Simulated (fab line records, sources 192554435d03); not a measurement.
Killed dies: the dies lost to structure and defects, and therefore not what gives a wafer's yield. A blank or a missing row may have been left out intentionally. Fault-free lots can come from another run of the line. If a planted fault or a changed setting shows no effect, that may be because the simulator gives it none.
fab line records + flow n5_finfet
record:
- lots: 6
- wafers: 18
- last_day: 17
route steps=1938 shown BEOL_M9@1431 PASSIVATION@1936
lots with no fault: from the same line, run without faults
start_h: hours from the record's opening day to when the first of the lot's shown wafers began + wait_h: how many hours have passed since the lot's step before this one + " same as the row above + L1.1+2: one row covering several wafers at once + - value missing, or start not given + * or withheld: withheld + < > ~ a bound
route shown NAME@n: names a module that has steps shown in the file, with the first one's number in the route + usual: mean/standard deviation of fault-free wafers + same: alike in all rows + chamber/n: place in a boat + sites: the reading at each site + _std_site: how widely they spread, as a standard deviation + _edge_site: mean of outer sites minus mean of inner sites + radius_mm: for every site, how far away it sits from the centre of the wafer + mask NAME#n: copy n + behind: tool/chamber where the wafer was last shaped + hold: cause of the lot's hold/its duration in hours/its outcome + device: the transistor (n, p or np) that didn't switch + end of line: the route-end tests of the same wafers + where a step has no rows: the recipe by itself + killed: dies that structure and defects cost at the first sort, which is not the same as the wafer's yield + map: shows each die of a wafer: x if killed, . if not, _ if none is there
set.NAME: the setting as run; set.NAME@STEP: as run at that earlier step + model.NAME: the simulator's own value behind a step, which no gauge read
lots seen at some steps along the route; tables by step, rows by wafer
services: the hour from which a tool's chamber was out of use, counted from the record's first day as start_h (under 0 if before that day), plus the number of hours and why
== steps ==
step: N5_BEOL_M9_EXPOSE_25
recipe:
- mask_id: V8
- na: 0.33
- source_shape: annular
- sigma_inner: 0.4
- sigma_outer: 0.8
- polarization: unpolarized
- dose_mj: 37.25
step: N5_BEOL_M9_PEB_26
recipe:
- peb_temp_c: 100
- peb_time_s: 60
- resist: CAR-EUV
step: N5_BEOL_M9_DEVELOP_27
recipe:
- develop_time_s: 30
- developer: TMAH
- resist: CAR-EUV
- rinse_liquid: surfactant_rinse
- dry: air_spin
- dev_temp_c: 23
step: N5_BEOL_M9_CD_MEAS_28
recipe:
- target_cd_nm: 70
- landing_energy_ev: 500
- detector: se_inlens
- polarity: opening
usual:
- cd_nm: 70.10/0.22
| lot.wafer | tool      | chamber | start_h | wait_h | cd_nm |
|-----------|-----------|---------|---------|--------|-------|
| L736.1    | cd_sem-03 | 0       | 237.26  | -      | 70.30 |
| L736.4    | "         | 0       | "       | "      | 70.17 |
| L736.5    | "         | 0       | "       | "      | 70.04 |
| L737.2    | cd_sem-01 | 0       | 256.87  | -      | 70.13 |
| L737.4    | "         | 0       | "       | "      | 70.39 |
| L737.5    | "         | 0       | "       | "      | 70.49 |
| L739.1    | cd_sem-02 | 0       | 258.92  | -      | 69.75 |
| L739.2    | "         | 0       | "       | "      | 69.69 |
| L739.6    | "         | 0       | "       | "      | 69.91 |
| L740.3    | cd_sem-01 | 0       | 266.40  | -      | 69.96 |
| L740.5    | "         | 0       | "       | "      | 69.95 |
| L740.6    | "         | 0       | "       | "      | 70.52 |
| L751.1    | cd_sem-01 | 0       | 333.58  | -      | 70.02 |
| L751.4    | "         | 0       | "       | "      | 70.17 |
| L751.6    | "         | 0       | "       | "      | 70.27 |
| L753.1    | cd_sem-03 | 0       | 341.26  | -      | 69.98 |
| L753.2    | "         | 0       | "       | "      | 70.25 |
| L753.5    | "         | 0       | "       | "      | 70.21 |
step: N5_BEOL_M9_OVL_MEAS_29
recipe:
- points_per_wafer: 522
usual:
- V8_OVL: -0.2/0.69
| lot.wafer | tool       | chamber | start_h | wait_h | V8_OVL[nm] |
|-----------|------------|---------|---------|--------|------------|
| L736.1    | overlay-02 | 0       | 237.29  | 0.0    | 0.1        |
| L736.4    | "          | 0       | "       | "      | -1.0       |
| L736.5    | "          | 0       | "       | "      | -0.6       |
| L737.2    | overlay-01 | 0       | 256.91  | 0.0    | -0.6       |
| L737.4    | "          | 0       | "       | "      | -0.1       |
| L737.5    | "          | 0       | "       | "      | -0.4       |
| L739.1    | overlay-02 | 0       | 258.95  | 0.0    | -0.4       |
| L739.2    | "          | 0       | "       | "      | -0.5       |
| L739.6    | "          | 0       | "       | "      | -0.9       |
| L740.3    | overlay-01 | 0       | 266.44  | 0.0    | 0.3        |
| L740.5    | "          | 0       | "       | "      | -0.6       |
| L740.6    | "          | 0       | "       | "      | 0.7        |
| L751.1    | overlay-02 | 0       | 333.61  | 0.0    | 0.6        |
| L751.4    | "          | 0       | "       | "      | -0.3       |
| L751.6    | "          | 0       | "       | "      | -0.6       |
| L753.1    | overlay-01 | 0       | 341.29  | 0.0    | 0.8        |
| L753.2    | "          | 0       | "       | "      | 0.9        |
| L753.5    | "          | 0       | "       | "      | 1.4        |
step: N5_BEOL_M9_INSPECT_30
recipe:
- mode: adi
- inspect_instrument: brightfield
usual:
- raw_defect_count: 434/77
| lot.wafer | tool              | chamber | start_h | wait_h | raw_defect_count |
|-----------|-------------------|---------|---------|--------|------------------|
| L736.1    | defect_inspect-02 | -       | 237.35  | 0.1    | 475              |
| L736.4    | "                 | -       | "       | "      | 410              |
| L736.5    | "                 | -       | "       | "      | 455              |
| L737.2    | defect_inspect-02 | -       | 256.96  | 0.0    | 387              |
| L737.4    | "                 | -       | "       | "      | 382              |
| L737.5    | "                 | -       | "       | "      | 339              |
| L739.1    | defect_inspect-02 | -       | 259.01  | 0.1    | 551              |
| L739.2    | "                 | -       | "       | "      | 580              |
| L739.6    | "                 | -       | "       | "      | 529              |
| L740.3    | defect_inspect-01 | -       | 266.49  | 0.0    | 413              |
| L740.5    | "                 | -       | "       | "      | 431              |
| L740.6    | "                 | -       | "       | "      | 360              |
| L751.1    | defect_inspect-02 | -       | 333.66  | 0.1    | 412              |
| L751.4    | "                 | -       | "       | "      | 472              |
| L751.6    | "                 | -       | "       | "      | 593              |
| L753.1    | defect_inspect-02 | -       | 341.35  | 0.1    | 433              |
| L753.2    | "                 | -       | "       | "      | 409              |
| L753.5    | "                 | -       | "       | "      | 420              |
step: N5_BEOL_M9_DESCUM_33
recipe:
- chemistry: O2
- time_s: 7
- source_power_w: 50
- bias_power_w: 20
- pressure_mtorr: 20
- rf_frequency_hz: 2.712e+07
- temp_c: 40
- resist: CAR-EUV
- o2_flow_sccm: 225
usual:
- drypump_motor_current_A: 5.7/0.3
- oes_product_au: 0.74/0.07
- rf_vpp_V: 243.0/1.3
- showerhead_plenum_p_Torr: 2.09/0.073
- throttle_valve_pct: 20.52/0.19
| lot.wafer | tool        | chamber | start_h | wait_h | drypump_motor_current_A | oes_product_au | rf_hours_counter_h | rf_vpp_V | showerhead_plenum_p_Torr | throttle_valve_pct |
|-----------|-------------|---------|---------|--------|-------------------------|----------------|--------------------|----------|--------------------------|--------------------|
| L736.1    | rie_diel-06 | 1       | 237.43  | 0.1    | 5.9                     | 0.72           | 188                | 243.1    | 2.19                     | 20.67              |
| L736.4    | "           | 0       | "       | "      | 5.8                     | 0.72           | 169                | 243.0    | 2.09                     | 20.72              |
| L736.5    | "           | 2       | "       | "      | 5.5                     | 0.70           | -                  | 242.2    | 2.08                     | 20.48              |
| L737.2    | rie_diel-03 | 3       | 257.00  | 0.0    | 5.2                     | 0.73           | 206                | 242.7    | 2.06                     | 20.49              |
| L737.4    | "           | 1       | "       | "      | 6.2                     | 0.68           | 218                | 241.5    | 1.99                     | 20.69              |
| L737.5    | "           | 0       | "       | "      | 5.4                     | 0.69           | -                  | 242.8    | 2.05                     | 20.51              |
| L739.1    | rie_diel-03 | 2       | 259.04  | 0.0    | 5.5                     | 0.87           | 19                 | 244.3    | 2.24                     | 20.37              |
| L739.2    | "           | 0       | "       | "      | 5.4                     | 0.69           | 226                | 243.4    | 2.05                     | 20.50              |
| L739.6    | "           | 0       | "       | "      | 5.4                     | 0.69           | -                  | 242.1    | 2.05                     | 20.52              |
| L740.3    | rie_diel-06 | 1       | 266.72  | 0.2    | 5.9                     | 0.71           | 197                | 243.8    | 2.18                     | 20.66              |
| L740.5    | "           | 1       | "       | "      | 5.9                     | 0.71           | -                  | 243.9    | 2.18                     | 20.67              |
| L740.6    | "           | 2       | "       | "      | 5.5                     | 0.68           | -                  | 243.3    | 2.07                     | 20.49              |
| L751.1    | rie_diel-06 | 1       | 333.70  | 0.0    | 5.9                     | 0.69           | 221                | 244.8    | 2.17                     | 20.70              |
| L751.4    | "           | 0       | "       | "      | 5.8                     | 0.69           | 198                | 242.4    | 2.08                     | 20.74              |
| L751.6    | "           | 1       | "       | "      | 5.9                     | 0.69           | -                  | 243.8    | 2.17                     | 20.70              |
| L753.1    | rie_diel-03 | 3       | 341.39  | 0.0    | 5.2                     | 0.71           | 231                | 242.8    | 2.05                     | 20.51              |
| L753.2    | "           | 2       | "       | "      | 5.5                     | 0.84           | 44                 | 243.2    | 2.23                     | 20.41              |
| L753.5    | "           | 0       | "       | "      | 5.4                     | 0.66           | -                  | 242.3    | 2.04                     | 20.56              |
step: N5_BEOL_M9_ETCH_76
recipe:
- chemistry: N2/H2
- target: underlayer
- target_depth_a: 65
- mask_material: CAR-EUV
- time_s: 5.2
- ion_energy_ev: 200
- pressure_mtorr: 30
- source_w: 840
- bias_w: 150
- n2_flow_sccm: 200
- h2_flow_sccm: 200
- ends: cleared
usual:
- drypump_motor_current_A: 5.68/0.3
- etch_rf_on_time_s: 5.16/0.14
- oes_product_au: 0.64/0.059
- rf_vpp_V: 523.7/2.6
- showerhead_plenum_p_Torr: 2.54/0.085
- throttle_valve_pct: 18.00/0.19
| lot.wafer | tool        | chamber | start_h | wait_h | drypump_motor_current_A | etch_rf_on_time_s | oes_product_au | rf_hours_counter_h | rf_vpp_V | showerhead_plenum_p_Torr | throttle_valve_pct |
|-----------|-------------|---------|---------|--------|-------------------------|-------------------|----------------|--------------------|----------|--------------------------|--------------------|
| L736.1    | rie_diel-06 | 1       | 237.47  | 0.0    | 5.92                    | 5.26              | 0.62           | 188                | 525.9    | 2.64                     | 18.02              |
| L736.4    | "           | 0       | "       | "      | 5.84                    | 5.13              | 0.62           | 169                | 525.2    | 2.52                     | 18.07              |
| L736.5    | "           | 2       | "       | "      | 5.52                    | 5.33              | 0.58           | -                  | 524.1    | 2.52                     | 17.97              |
| L737.2    | rie_diel-03 | 3       | 257.03  | 0.0    | 5.26                    | 5.08              | 0.62           | 206                | 524.8    | 2.52                     | 18.11              |
| L737.4    | "           | 1       | "       | "      | 6.22                    | 5.01              | 0.61           | 218                | 520.5    | 2.41                     | 18.14              |
| L737.5    | "           | 0       | "       | "      | 5.39                    | 5.17              | 0.60           | -                  | 522.2    | 2.52                     | 18.20              |
| L739.1    | rie_diel-03 | 2       | 259.07  | 0.0    | 5.55                    | 5.24              | 0.76           | 19                 | 527.8    | 2.71                     | 17.68              |
| L739.2    | "           | 0       | "       | "      | 5.40                    | 5.23              | 0.59           | 226                | 523.0    | 2.52                     | 18.21              |
| L739.6    | "           | 0       | "       | "      | 5.38                    | 5.25              | 0.59           | -                  | 522.4    | 2.52                     | 18.20              |
| L740.3    | rie_diel-06 | 1       | 266.75  | 0.0    | 5.91                    | 5.40              | 0.59           | 197                | 526.0    | 2.64                     | 18.02              |
| L740.5    | "           | 1       | "       | "      | 5.90                    | 5.40              | 0.61           | -                  | 526.4    | 2.64                     | 18.02              |
| L740.6    | "           | 2       | "       | "      | 5.53                    | 5.39              | 0.57           | -                  | 520.9    | 2.52                     | 17.95              |
| L751.1    | rie_diel-06 | 1       | 333.73  | 0.0    | 5.92                    | 5.32              | 0.59           | 221                | 527.5    | 2.63                     | 18.06              |
| L751.4    | "           | 0       | "       | "      | 5.82                    | 5.27              | 0.60           | 198                | 525.8    | 2.50                     | 18.11              |
| L751.6    | "           | 1       | "       | "      | 5.90                    | 5.32              | 0.60           | -                  | 525.6    | 2.63                     | 18.09              |
| L753.1    | rie_diel-03 | 3       | 341.42  | 0.0    | 5.26                    | 5.16              | 0.60           | 231                | 522.8    | 2.51                     | 18.16              |
| L753.2    | "           | 2       | "       | "      | 5.52                    | 5.15              | 0.72           | 44                 | 525.6    | 2.70                     | 17.70              |
| L753.5    | "           | 0       | "       | "      | 5.39                    | 5.20              | 0.58           | -                  | 523.2    | 2.51                     | 18.25              |
step: N5_BEOL_M9_ETCH_65
recipe:
- chemistry: CF4
- target: SiARC
- target_depth_a: 156
- mask_material: CAR-EUV
- time_s: 26
- ion_energy_ev: 80
- pressure_mtorr: 40
- source_w: 545
- bias_w: 36
- Ar_flow_sccm: 100
- cf4_flow_sccm: 100
- ends: cleared
usual:
- drypump_motor_current_A: 5.7/0.3
- etch_rf_on_time_s: 25.8/0.67
- oes_product_au: 0.64/0.059
- rf_vpp_V: 183.9/1.1
- showerhead_plenum_p_Torr: 2.14/0.065
- throttle_valve_pct: 15.74/0.18
| lot.wafer | tool        | chamber | start_h | wait_h | drypump_motor_current_A | etch_rf_on_time_s | oes_product_au | rf_hours_counter_h | rf_vpp_V | showerhead_plenum_p_Torr | throttle_valve_pct |
|-----------|-------------|---------|---------|--------|-------------------------|-------------------|----------------|--------------------|----------|--------------------------|--------------------|
| L736.1    | rie_diel-06 | 1       | 237.49  | 0.0    | 5.9                     | 26.7              | 0.61           | 188                | 184.9    | 2.22                     | 15.80              |
| L736.4    | "           | 0       | "       | "      | 5.8                     | 25.8              | 0.62           | 169                | 183.7    | 2.14                     | 15.93              |
| L736.5    | "           | 2       | "       | "      | 5.5                     | 26.7              | 0.58           | -                  | 183.2    | 2.11                     | 15.60              |
| L737.2    | rie_diel-03 | 3       | 257.05  | 0.0    | 5.3                     | 25.1              | 0.62           | 206                | 184.9    | 2.14                     | 15.77              |
| L737.4    | "           | 1       | "       | "      | 6.2                     | 25.1              | 0.60           | 218                | 183.4    | 2.04                     | 15.90              |
| L737.5    | "           | 0       | "       | "      | 5.4                     | 25.8              | 0.60           | -                  | 184.5    | 2.12                     | 15.81              |
| L739.1    | rie_diel-03 | 2       | 259.09  | 0.0    | 5.5                     | 26.1              | 0.76           | 19                 | 186.1    | 2.28                     | 15.46              |
| L739.2    | "           | 0       | "       | "      | 5.4                     | 25.9              | 0.60           | 226                | 183.3    | 2.12                     | 15.84              |
| L739.6    | "           | 0       | "       | "      | 5.4                     | 26.1              | 0.60           | -                  | 183.6    | 2.12                     | 15.83              |
| L740.3    | rie_diel-06 | 1       | 266.77  | 0.0    | 5.9                     | 26.7              | 0.61           | 197                | 184.6    | 2.22                     | 15.83              |
| L740.5    | "           | 1       | "       | "      | 5.9                     | 26.7              | 0.61           | -                  | 184.6    | 2.22                     | 15.83              |
| L740.6    | "           | 2       | "       | "      | 5.5                     | 26.8              | 0.58           | -                  | 183.0    | 2.11                     | 15.64              |
| L751.1    | rie_diel-06 | 1       | 333.75  | 0.0    | 5.9                     | 26.6              | 0.60           | 221                | 183.9    | 2.21                     | 15.85              |
| L751.4    | "           | 0       | "       | "      | 5.8                     | 26.1              | 0.60           | 198                | 184.7    | 2.13                     | 15.97              |
| L751.6    | "           | 1       | "       | "      | 5.9                     | 26.8              | 0.59           | -                  | 184.7    | 2.21                     | 15.88              |
| L753.1    | rie_diel-03 | 3       | 341.44  | 0.0    | 5.2                     | 25.2              | 0.62           | 231                | 185.2    | 2.13                     | 15.81              |
| L753.2    | "           | 2       | "       | "      | 5.5                     | 25.7              | 0.73           | 44                 | 185.8    | 2.27                     | 15.49              |
| L753.5    | "           | 0       | "       | "      | 5.4                     | 26.0              | 0.58           | -                  | 183.3    | 2.11                     | 15.87              |
step: N5_BEOL_M9_ETCH_66
recipe:
- chemistry: N2/H2
- target: SOC
- target_depth_a: 800
- overetch_a: 160
- mask_material: SiARC
- temp_c: 40
- time_s: 120
- ion_energy_ev: 200
- pressure_mtorr: 30
- source_w: 840
- bias_w: 150
- n2_flow_sccm: 200
- h2_flow_sccm: 200
usual:
- drypump_motor_current_A: 5.7/0.3
- oes_product_au: 0.57/0.051
- rf_vpp_V: 523.6/2.4
- showerhead_plenum_p_Torr: 2.54/0.085
- throttle_valve_pct: 17.95/0.19
| lot.wafer | tool        | chamber | start_h | wait_h | drypump_motor_current_A | oes_product_au | rf_hours_counter_h | rf_vpp_V | showerhead_plenum_p_Torr | throttle_valve_pct |
|-----------|-------------|---------|---------|--------|-------------------------|----------------|--------------------|----------|--------------------------|--------------------|
| L736.1    | rie_diel-06 | 1       | 237.51  | 0.0    | 5.9                     | 0.56           | 188                | 527.1    | 2.64                     | 17.98              |
| L736.4    | "           | 0       | "       | "      | 5.8                     | 0.55           | 169                | 523.3    | 2.51                     | 18.00              |
| L736.5    | "           | 2       | "       | "      | 5.5                     | 0.53           | -                  | 522.9    | 2.52                     | 17.91              |
| L737.2    | rie_diel-03 | 3       | 257.08  | 0.0    | 5.3                     | 0.55           | 206                | 522.6    | 2.52                     | 18.06              |
| L737.4    | "           | 1       | "       | "      | 6.2                     | 0.53           | 218                | 519.6    | 2.41                     | 18.09              |
| L737.5    | "           | 0       | "       | "      | 5.4                     | 0.54           | -                  | 522.9    | 2.52                     | 18.14              |
| L739.1    | rie_diel-03 | 2       | 259.12  | 0.0    | 5.5                     | 0.66           | 19                 | 526.3    | 2.71                     | 17.61              |
| L739.2    | "           | 0       | "       | "      | 5.4                     | 0.54           | 226                | 523.4    | 2.52                     | 18.15              |
| L739.6    | "           | 0       | "       | "      | 5.4                     | 0.53           | -                  | 524.7    | 2.52                     | 18.16              |
| L740.3    | rie_diel-06 | 1       | 266.80  | 0.0    | 5.9                     | 0.56           | 197                | 525.9    | 2.64                     | 17.99              |
| L740.5    | "           | 1       | "       | "      | 5.9                     | 0.55           | -                  | 527.3    | 2.64                     | 17.99              |
| L740.6    | "           | 2       | "       | "      | 5.5                     | 0.52           | -                  | 521.1    | 2.52                     | 17.93              |
| L751.1    | rie_diel-06 | 1       | 333.78  | 0.0    | 5.9                     | 0.54           | 221                | 526.0    | 2.63                     | 18.04              |
| L751.4    | "           | 0       | "       | "      | 5.8                     | 0.53           | 198                | 524.0    | 2.50                     | 18.07              |
| L751.6    | "           | 1       | "       | "      | 5.9                     | 0.53           | -                  | 525.2    | 2.63                     | 18.03              |
| L753.1    | rie_diel-03 | 3       | 341.47  | 0.0    | 5.2                     | 0.54           | 231                | 522.4    | 2.51                     | 18.09              |
| L753.2    | "           | 2       | "       | "      | 5.5                     | 0.64           | 44                 | 526.9    | 2.70                     | 17.67              |
| L753.5    | "           | 0       | "       | "      | 5.4                     | 0.52           | -                  | 523.0    | 2.51                     | 18.20              |
step: N5_BEOL_M9_STRIP_69
recipe:
- chemistry: N2/H2
- temp_c: 40
- n2_flow_sccm: 200
- h2_flow_sccm: 200
- rf_frequency_hz: 6e+07
step: N5_BEOL_M9_STRIP_77
recipe:
- chemistry: N2/H2
- temp_c: 40
- n2_flow_sccm: 200
- h2_flow_sccm: 200
- rf_frequency_hz: 6e+07
step: N5_BEOL_M9_VIA_ETCH_34
recipe:
- chemistry: C4F6/O2
- target: SiCOH_lowk
- target_depth_a: 1824
- mask_material: SOC
- taper_deg: 4
- time_s: 68.4
- ion_energy_ev: 250
- pressure_mtorr: 30
- source_w: 345
- bias_w: 185
- Ar_flow_sccm: 300
- C4F6_flow_sccm: 10
- O2_flow_sccm: 10
usual:
- drypump_motor_current_A: 5.7/0.3
- oes_product_au: 0.75/0.069
- rf_vpp_V: 667/12
- showerhead_plenum_p_Torr: 2.84/0.091
- throttle_valve_pct: 20.99/0.2
| lot.wafer | tool        | chamber | start_h | wait_h | drypump_motor_current_A | oes_product_au | rf_hours_counter_h | rf_vpp_V | showerhead_plenum_p_Torr | throttle_valve_pct | model.etch.depth_nm | model.SOC_of_BEOL_M9_COAT_63.thk_nm |
|-----------|-------------|---------|---------|--------|-------------------------|----------------|--------------------|----------|--------------------------|--------------------|---------------------|-------------------------------------|
| L736.1    | rie_diel-06 | 1       | 237.61  | 0.0    | 5.9                     | 0.72           | 188                | 674      | 2.94                     | 21.01              | 177.6               | 51.2                                |
| L736.4    | "           | 0       | "       | "      | 5.8                     | 0.72           | 169                | 649      | 2.83                     | 21.14              | 182.9               | 50.6                                |
| L736.5    | "           | 2       | "       | "      | 5.5                     | 0.68           | -                  | 663      | 2.80                     | 20.77              | 177                 | 51                                  |
| L737.2    | rie_diel-03 | 3       | 257.18  | 0.0    | 5.3                     | 0.72           | 206                | 653      | 2.84                     | 21.12              | 182.7               | 51.4                                |
| L737.4    | "           | 1       | "       | "      | 6.2                     | 0.70           | 218                | 670      | 2.71                     | 21.14              | 185.6               | 51                                  |
| L737.5    | "           | 0       | "       | "      | 5.4                     | 0.97           | -                  | 675      | 2.80                     | 21.13              | 296.8               | 46                                  |
| L739.1    | rie_diel-03 | 2       | 259.22  | 0.0    | 5.5                     | 0.88           | 19                 | 676      | 3.03                     | 20.80              | 182.3               | 50.8                                |
| L739.2    | "           | 0       | "       | "      | 5.4                     | 0.98           | 226                | 676      | 2.80                     | 21.16              | 298.3               | 45.8                                |
| L739.6    | "           | 0       | "       | "      | 5.4                     | 0.97           | -                  | 677      | 2.80                     | 21.16              | 298.2               | 45.6                                |
| L740.3    | rie_diel-06 | 1       | 266.90  | 0.0    | 5.9                     | 0.71           | 197                | 677      | 2.94                     | 21.01              | 176.1               | 51.2                                |
| L740.5    | "           | 1       | "       | "      | 5.9                     | 0.71           | -                  | 677      | 2.94                     | 21.02              | 178.2               | 51                                  |
| L740.6    | "           | 2       | "       | "      | 5.5                     | 0.67           | -                  | 665      | 2.79                     | 20.78              | 178.5               | 51.2                                |
| L751.1    | rie_diel-06 | 1       | 333.88  | 0.0    | 5.9                     | 0.70           | 221                | 676      | 2.93                     | 21.05              | 178                 | 51                                  |
| L751.4    | "           | 0       | "       | "      | 5.8                     | 0.69           | 198                | 648      | 2.82                     | 21.20              | 178.1               | 51                                  |
| L751.6    | "           | 1       | "       | "      | 5.9                     | 0.70           | -                  | 676      | 2.93                     | 21.04              | 176.7               | 51.2                                |
| L753.1    | rie_diel-03 | 3       | 341.57  | 0.0    | 5.2                     | 0.71           | 231                | 653      | 2.83                     | 21.14              | 184.3               | 51                                  |
| L753.2    | "           | 2       | "       | "      | 5.5                     | 0.85           | 44                 | 673      | 3.02                     | 20.84              | 183.7               | 50.8                                |
| L753.5    | "           | 0       | "       | "      | 5.4                     | 0.69           | -                  | 676      | 2.79                     | 21.09              | 181.9               | 51.2                                |
step: N5_BEOL_M9_STRIP_73
recipe:
- chemistry: C4F6/O2
- resist: SiARC
- rf_frequency_hz: 6e+07
step: N5_PASSIVATION_PROBE_49
usual:
- defect_limited_yield: 91.1/1.4
- killed_at_M0_to_M3: 33/9.1
- killed_at_M4_up: 14/5.6
- killed_at_contacts: 13/5.7
- killed_at_front_end: 42/12
- killed_at_other: 4/3
- killed_dies: 105/16
- killed_open: 69/11
- killed_short: 34/7.5
- sort_bin_5_function: 5.2/0.91
- sort_bin_6_memory: 3.3/0.64
- sort_bin_8_speed: 0.0/0.37
- sort_n_pass: 1075/16
- sort_yield_pct: 91.1/1.4
same:
- gross_dies: 1180
- killed_at_back_side: 0
- sort_bin_4_leakage[%]: 0
| lot.wafer | tool      | chamber | start_h | wait_h | defect_limited_yield[%] | killed_at_M0_to_M3 | killed_at_M4_up | killed_at_contacts | killed_at_front_end | killed_at_other | killed_dies | killed_open | killed_short | sort_bin_5_function[%] | sort_bin_6_memory[%] | sort_bin_8_speed[%] | sort_n_pass | sort_yield_pct[%] |
|-----------|-----------|---------|---------|--------|-------------------------|--------------------|-----------------|--------------------|---------------------|-----------------|-------------|-------------|--------------|------------------------|----------------------|---------------------|-------------|-------------------|
| L736.1    | prober-01 | -       | 300.72  | 0.4    | 90.8                    | 41                 | 9               | 14                 | 38                  | 6               | 108         | 68          | 37           | 5.3                    | 3.6                  | 0                   | 1072        | 90.8              |
| L736.4    | prober-01 | -       | 300.87  | 0.6    | 89.8                    | 25                 | 14              | 17                 | 57                  | 7               | 120         | 79          | 36           | 5.8                    | 3.6                  | 0                   | 1060        | 89.8              |
| L736.5    | prober-01 | -       | 300.92  | 0.6    | 91.2                    | 25                 | 8               | 13                 | 57                  | 1               | 104         | 62          | 39           | 5.6                    | 2.9                  | 0                   | 1076        | 91.2              |
| L740.3    | prober-01 | -       | 323.15  | 0.1    | 92.0                    | 16                 | 12              | 21                 | 43                  | 2               | 94          | 54          | 38           | 4.6                    | 3.1                  | 0                   | 1086        | 92.0              |
| L740.5    | prober-01 | -       | 323.25  | 0.2    | 92.5                    | 29                 | 4               | 16                 | 39                  | 1               | 89          | 54          | 33           | 4.4                    | 2.9                  | 0                   | 1091        | 92.5              |
| L740.6    | prober-01 | -       | 323.30  | 0.3    | 92.1                    | 29                 | 11              | 18                 | 30                  | 5               | 93          | 56          | 36           | 5.2                    | 2.5                  | 0                   | 1087        | 92.1              |
killed by level:class
L736.1 MOL_CONTACT_COAG:geometric_particle:open=13 BEOL_M3:geometric_particle:open=12 BEOL_M0_SAQP:geometric_particle:open=10 BEOL_M0_SAQP:geometric_particle:short=9 FIN_SAQP:geometric_particle:short=8 FIN_SAQP:geometric_particle:open=6 BEOL_M5:geometric_particle:open=6 DUMMY_GATE:geometric_particle:open=5
L736.4 FIN_SAQP:geometric_particle:open=19 MOL_CONTACT_COAG:geometric_particle:open=14 STI_FIN_REVEAL:geometric_particle:open=12 FIN_SAQP:geometric_particle:short=9 BEOL_M0_SAQP:geometric_particle:short=5 BEOL_M2:geometric_particle:open=4 PAD_METAL:geometric_particle:short=4 STARTING-WAFER:geometric_particle:short=4
L736.5 FIN_SAQP:geometric_particle:open=16 FIN_SAQP:geometric_particle:short=14 BEOL_M0_SAQP:geometric_particle:short=12 MOL_CONTACT_COAG:geometric_particle:open=12 DUMMY_GATE:geometric_particle:open=7 STARTING-WAFER:geometric_particle:open=5 BEOL_M0_SAQP:geometric_particle:open=4 BEOL_M3:geometric_particle:open=4
L740.3 MOL_CONTACT_COAG:geometric_particle:open=17 FIN_SAQP:geometric_particle:short=8 FIN_SAQP:geometric_particle:open=7 STARTING-WAFER:geometric_particle:short=7 GATE_CUT:geometric_particle:short=6 STI_FIN_REVEAL:geometric_particle:open=5 BEOL_M0_SAQP:geometric_particle:short=5 BEOL_M4:geometric_particle:open=5
L740.5 MOL_CONTACT_COAG:geometric_particle:open=14 FIN_SAQP:geometric_particle:short=8 STI_FIN_REVEAL:geometric_particle:open=8 BEOL_M2:geometric_particle:open=7 BEOL_M0_SAQP:geometric_particle:short=6 DUMMY_GATE:geometric_particle:open=5 BEOL_M3:geometric_particle:open=5 BEOL_M0_SAQP:geometric_particle:open=3
L740.6 MOL_CONTACT_COAG:geometric_particle:open=13 FIN_SAQP:geometric_particle:short=8 BEOL_M0_SAQP:geometric_particle:open=8 GATE_CUT:geometric_particle:short=6 BEOL_M2:geometric_particle:open=6 STI_FIN_REVEAL:geometric_particle:open=5 BEOL_M0_SAQP:geometric_particle:short=5 BEOL_M4:geometric_particle:open=5
== services ==
| tool        | chamber | start_h | hours | kind                          |
|-------------|---------|---------|-------|-------------------------------|
| rie_diel-03 | 2       | 214.25  | 38.8  | repair                        |
| rie_diel-06 | 0       | 270.40  | 9.1   | repair                        |
| rie_diel-06 | 2       | 316.25  | -     | clean                         |
| rie_diel-06 | 2       | 316.25  | -     | consumable_replace:focus_ring |
| rie_diel-06 | 2       | 316.25  | 14.1  | scheduled_down                |
| rie_diel-06 | 2       | 316.25  | 14.1  | vent_cycle                    |
| rie_diel-03 | 2       | 331.22  | 2.2   | repair                        |
== key ==
first_sign:
- step: N5_BEOL_M9_VIA_ETCH_34
- reading: oes_product_au
- direction: up
- sigmas: 3.3
- usual: 0.75
- struck: 0.98
effect none on later readings
model_effect:
- step: N5_BEOL_M9_VIA_ETCH_34
- value: etch.depth_nm
- without: 181.8
- struck: 297.8
met_at N5_BEOL_M9_VIA_ETCH_34
struck_wafers L737.5,L739.2,L739.6
fault:
- kind: process_parameter_drift
- tool: rie_diel-03
- chamber: 0
- onset_h: 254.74
- steps: N5_BEOL_M9_VIA_ETCH_34
- channel: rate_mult
- offset: 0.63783
- shape: step
- end_h: 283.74
